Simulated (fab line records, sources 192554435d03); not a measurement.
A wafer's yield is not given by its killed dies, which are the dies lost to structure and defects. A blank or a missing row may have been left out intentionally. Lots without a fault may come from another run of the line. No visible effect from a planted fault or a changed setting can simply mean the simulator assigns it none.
Which tool did it?	flow n5-finfet	10 lots with 29 wafers sampled at 5 steps, on a route of 1938 steps

WHAT THE GAUGES SHOWED, per wafer
N5_BEOL_M4_RC_MEAS_101.
lot	measured	on	DIBL_N (mV/V)
L469	day 7 23:23	prober-02	37.2 36.3
L472	day 8 12:30	prober-01	34.9 34.7 34.9
L473	day 8 23:58	prober-02	37.0 38.0 37.0
L476	day 9 17:12	prober-02	35.0 35.1 37.3
L477	day 9 18:18	prober-01	34.6 36.1 37.9
L479	day 10 06:27	prober-02	37.8 39.1 39.7
L488	day 14 01:11	prober-01	37.3 38.0 33.8
L489	day 14 04:23	prober-02	36.8 36.5 36.3
L490	day 15 06:28	prober-01	33.2 34.1 33.4
L492	day 14 21:55	prober-02	36.6 34.5 33.8

WHICH TOOL RAN EACH LOT (tool, then ch and the chambers of the sampled wafers, then the start)
lot	N5_MOL_CONTACT_COAG_STRIP_49	N5_BEOL_M0_SAQP_ILD_DEP_01	N5_BEOL_M0_SAQP_HM_DEP_02	N5_BEOL_M0_SAQP_PECVD_03
L469	plasma-asher-02 ch 0,1, day 5 06:25	pecvd-03 ch 0,1, day 5 10:44	pvd-sputter-03, day 5 12:53	pecvd-02 ch 0,2, day 5 13:01
L472	plasma-asher-01 ch 0,1, day 5 23:05	pecvd-02 ch 0,1, day 6 03:23	pvd-sputter-02, day 6 03:57	pecvd-03 ch 1,2, day 6 04:04
L473	plasma-asher-01 ch 0,1, day 6 06:53	pecvd-03 ch 1,2, day 6 11:12	pvd-sputter-03, day 6 11:32	pecvd-02 ch 0,2, day 6 11:39
L476	plasma-asher-02 ch 0,1, day 7 02:53	pecvd-04 ch 0,1,2, day 7 07:13	pvd-sputter-01, day 7 07:16	pecvd-02 ch 0,1,2, day 7 07:23
L477	plasma-asher-02 ch 0,1, day 7 05:31	pecvd-04 ch 0,1,2, day 7 10:14	pvd-sputter-03, day 7 10:25	pecvd-04 ch 0,1,2, day 7 10:32
L479	plasma-asher-02 ch 0,1, day 7 17:05	pecvd-02 ch 0,1,2, day 7 21:23	pvd-sputter-03, day 7 21:26	pecvd-02 ch 0,1,2, day 7 21:34
L488	plasma-asher-02 ch 0,1, day 10 05:47	pecvd-04 ch 1,2, day 10 10:04	pvd-sputter-03, day 10 10:34	pecvd-02 ch 0,1, day 10 10:41
L489	plasma-asher-02 ch 0, day 10 06:52	pecvd-02 ch 0,1, day 10 13:05	pvd-sputter-03, day 10 15:05	pecvd-03 ch 0,2, day 10 15:13
L490	plasma-asher-01 ch 0,1, day 10 18:38	pecvd-02 ch 0,1,2, day 10 23:17	pvd-sputter-02, day 10 23:56	pecvd-02 ch 0,2, day 11 00:03
L492	plasma-asher-02 ch 0,1, day 11 01:27	pecvd-04 ch 0,2, day 11 05:48	pvd-sputter-01, day 11 05:53	pecvd-03 ch 0,1, day 11 06:00
- N5_MOL_CONTACT_COAG_STRIP_49: strips in N2/H2, time 30 s.
- N5_BEOL_M0_SAQP_ILD_DEP_01: deposits SiOC from DEMS/O2, target thk 45.419 nm, time 8.7 s.
- N5_BEOL_M0_SAQP_HM_DEP_02: deposits TiN, target thk 12 nm.
- N5_BEOL_M0_SAQP_PECVD_03: deposits SiCN from 3MS/NH3, target thk 12 nm, time 21.1 s.

THE ANSWER, worked out from the rows above alone
Rule: usual is defined by the lots themselves. The widest of any qualifying gaps counts: lots, ordered by their means at a reading, are off when they make up no more than a third of the lots, leave a main group of 4 or more, and stand apart from it by 3 or more times the standard deviation of that group's means. A main group is skipped when, at the precision printed for the reading in the tables above, its means are all equal. A lot without any number at a reading at which 4 lots or more have one is off too. Where the step has rows for the other lots, those lots are counted as sound.
No lot is off at any reading shown: from this, nothing can be told.

WHAT WAS PUT IN BY THE SIMULATOR
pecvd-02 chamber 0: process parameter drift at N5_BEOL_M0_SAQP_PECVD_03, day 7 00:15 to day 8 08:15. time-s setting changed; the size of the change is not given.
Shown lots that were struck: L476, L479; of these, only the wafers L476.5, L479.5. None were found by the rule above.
